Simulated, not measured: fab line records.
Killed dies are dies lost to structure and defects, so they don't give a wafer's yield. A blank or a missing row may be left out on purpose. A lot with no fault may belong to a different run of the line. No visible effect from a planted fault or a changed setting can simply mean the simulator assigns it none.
Chamber matching :: flow nand_harc :: 4 sister chambers for NHARC_A_BONDPAD_DESCUM_11 on rie_diel-06
The step chemistry O2, time 3 s. 4 wafers are shown with their chamber, then 8 later ones without.

WAFERS WITH THEIR CHAMBER
wafer: L911.1
chamber: 2
oes_product_au (a.u.): 1.006

wafer: L911.2
chamber: 1
oes_product_au (a.u.): 0.999

wafer: L911.3
chamber: 0
oes_product_au (a.u.): 0.983

wafer: L918.3
chamber: 3
oes_product_au (a.u.): 0.986

WAFERS WHOSE CHAMBER IS MISSING
wafer: L918.4
oes_product_au (a.u.): 0.971

wafer: L918.6
oes_product_au (a.u.): 0.993

wafer: L920.1
oes_product_au (a.u.): 1.007

wafer: L920.2
oes_product_au (a.u.): 0.996

wafer: L920.3
oes_product_au (a.u.): 0.985

wafer: L922.1
oes_product_au (a.u.): 0.983

wafer: L922.2
oes_product_au (a.u.): 0.985

wafer: L922.5
oes_product_au (a.u.): 0.995

CHAMBER TAKEN BY EACH
wafer: L918.4
from the rows above: can't be placed: 0 or 3
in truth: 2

wafer: L918.6
from the rows above: can't be placed: 1 or 3 or 0 or 2
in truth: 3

wafer: L920.1
from the rows above: can't be placed: 2 or 1
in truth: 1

wafer: L920.2
from the rows above: can't be placed: 1 or 2 or 3 or 0
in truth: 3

wafer: L920.3
from the rows above: can't be placed: 3 or 0
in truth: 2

wafer: L922.1
from the rows above: can't be placed: 0 or 3
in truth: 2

wafer: L922.2
from the rows above: can't be placed: 3 or 0
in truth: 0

wafer: L922.5
from the rows above: can't be placed: 1 or 3 or 2 or 0
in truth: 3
Correct placement for 0 of the 8. Unplaceable from these rows: 8, with the true chamber sitting among the candidates in 5. Number placed wrongly: 0.
How it was worked out, from the rows above alone: a wafer's distance from a chamber is the root of the sum, over the readings, of the square of ((its reading less the chamber's mean) divided by the reading's scatter). The wafer belongs to the nearest chamber; if the next one is less than 2 further off, it can't be placed. For every chamber, the mean is computed from those of its wafers that are shown. The scatter: with one shown wafer a chamber, the root of the mean of the squares of how far each hidden wafer lies from its nearest shown one.
